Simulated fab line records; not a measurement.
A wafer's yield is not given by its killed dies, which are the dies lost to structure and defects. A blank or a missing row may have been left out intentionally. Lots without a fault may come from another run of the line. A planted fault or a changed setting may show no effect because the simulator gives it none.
Which tool did it?    flow nand_harc    6 lots with 18 wafers sampled at 6 steps, on a route of 1159 steps

WHAT EACH GAUGE READ, for each wafer
NHARC_END_SORT_01.
lot   measured      on         killed_at_array
L944  day 25 00:04  prober-01  95 131 104

TOOL THAT RAN EACH LOT (tool first, then ch and the chambers of the sampled wafers, then the start)
lot   NHARC_A_CONTACT_ETCH_88             NHARC_A_CONTACT_ETCH_136              NHARC_A_CONTACT_ETCH_138              NHARC_A_CONTACT_ETCH_110            NHARC_A_BLC_DEHYDRATE_00
L929  rie_diel-05 ch 1,2, day 17 09:05    har_cap_etch-03 ch 0,1, day 17 10:19  har_cap_etch-03 ch 0,1, day 17 10:33  rie_diel-05 ch 0,3, day 17 11:36    litho_track-01 ch 0, day 17 18:42
L931  rie_diel-11 ch 0,1,3, day 18 00:10  har_cap_etch-02 ch 0,1, day 18 01:31  har_cap_etch-02 ch 0,1, day 18 01:50  rie_diel-05 ch 0,1,3, day 18 02:59  litho_track-01 ch 0, day 18 05:13
L935  rie_diel-11 ch 0,2,3, day 19 11:40  har_cap_etch-01 ch 0,1, day 19 12:54  har_cap_etch-01 ch 0,1, day 19 13:09  rie_diel-05 ch 1,2,3, day 19 14:15  litho_track-04 ch 0, day 19 17:46
L940  rie_diel-05 ch 1,3, day 20 03:55    har_cap_etch-01 ch 0,1, day 20 05:15  har_cap_etch-01 ch 0,1, day 20 05:30  rie_diel-05 ch 0,1, day 20 06:31    litho_track-04 ch 0, day 20 13:28
L944  rie_diel-05 ch 0,1, day 21 19:01    har_cap_etch-02 ch 0,1, day 21 20:26  har_cap_etch-02 ch 0,1, day 21 20:41  rie_diel-05 ch 0,2, day 21 22:32    litho_track-04 ch 0, day 22 04:28
L949  rie_diel-08 ch 1,2,3, day 22 14:40  har_cap_etch-03 ch 0,1, day 22 15:53  har_cap_etch-03 ch 0,1, day 22 16:08  rie_diel-08 ch 0,1,3, day 22 17:13  litho_track-04 ch 0, day 22 21:18
- NHARC_A_CONTACT_ETCH_88: etches the open film in CF4, target depth 39 nm, time 65 s.
- NHARC_A_CONTACT_ETCH_136: etches the open film in C4F8/O2/Ar, time 132 s, target depth 1287 nm.
- NHARC_A_CONTACT_ETCH_138: etches the open film in C4F8/O2/Ar, time 132 s, target depth 1289 nm.
- NHARC_A_CONTACT_ETCH_110: etches the open film in CF4/O2, target depth 50 nm, overetch 5 nm, time 27.5 s.
- NHARC_A_BLC_DEHYDRATE_00: time 120 s.

THE ANSWER, worked out from the rows above alone
Rule: the usual values come from the lots themselves. Put in order of their means at a reading, lots are off if they are a third of the lots or fewer, leave a main group of 4 or more, and stand apart from it by a gap of 3 or more times the standard deviation of the main group's means; of several such gaps the widest counts. A main group is skipped when, at the precision printed for the reading in the tables above, its means are all equal. Also off: a lot with no number at a reading for which 4 or more lots have one. Where the step has rows for the other lots, those lots are counted as sound.
No lot is off at any reading shown: from this, nothing can be told.

WHAT THE SIMULATOR HAD PUT IN
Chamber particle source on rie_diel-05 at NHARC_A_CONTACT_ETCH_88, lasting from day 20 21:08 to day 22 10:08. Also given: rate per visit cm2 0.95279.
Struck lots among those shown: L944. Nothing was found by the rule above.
